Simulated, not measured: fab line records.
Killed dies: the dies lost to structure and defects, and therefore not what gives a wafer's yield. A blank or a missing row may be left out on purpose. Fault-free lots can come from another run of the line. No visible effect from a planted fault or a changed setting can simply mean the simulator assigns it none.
Chamber matching -- flow nandHarc -- cmp-02 running NHARC_A_CONTACT_CMP_20: 4 sister chambers
The step polishes, t overpolish 30 s, target thk 300 nm. 7 wafers are shown with their chamber, then 7 later ones without.

## WAFERS WITH THEIR CHAMBER
wafer,chamber,motorCurrentA (A),timeToEndpointS (s)
L082.5,2,12.4,58.0
L084.4,2,12.1,56.1
L083.2,1,11.0,59.7
L083.4,0,11.5,58.9
L083.5,3,12.6,57.9
L089.1,1,11.3,64.8
L089.2,3,12.2,59.5

## WAFERS WHOSE CHAMBER IS MISSING
wafer,motorCurrentA (A),timeToEndpointS (s)
L089.4,12.4,60.1
L088.2,12.2,60.5
L088.3,11.7,62.9
L088.6,12.5,62.2
L092.1,12.9,62.2
L092.5,11.5,63.2
L092.6,11.5,66.3

## THE CHAMBER EACH PASSED THROUGH
wafer,from the rows above,in truth
L089.4,can't be placed: 3 or 2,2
L088.2,can't be placed: 3 or 2 or 0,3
L088.3,can't be placed: 0 or 1 or 2 or 3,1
L088.6,can't be placed: 3 or 2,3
L092.1,can't be placed: 3 or 2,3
L092.5,can't be placed: 1 or 0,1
L092.6,can't be placed: 1 or 0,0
Correctly placed: 0 of 7. Unplaceable from these rows: 7, with the true chamber sitting among the candidates in 7. Placed wrongly: 0.
How it was worked out, from the rows above alone: a wafer's distance from a chamber is the root of the sum, over the readings, of the square of ((its reading less the chamber's mean) divided by the reading's scatter). If the next closest chamber is less than 2 further off than the closest, the wafer can't be placed; otherwise it belongs to the closest. Each chamber's mean is taken over the wafers shown for it. The scatter: the root of (the sum of the squares of (reading less its chamber's mean) over the shown wafers, divided by (wafers less chambers)).
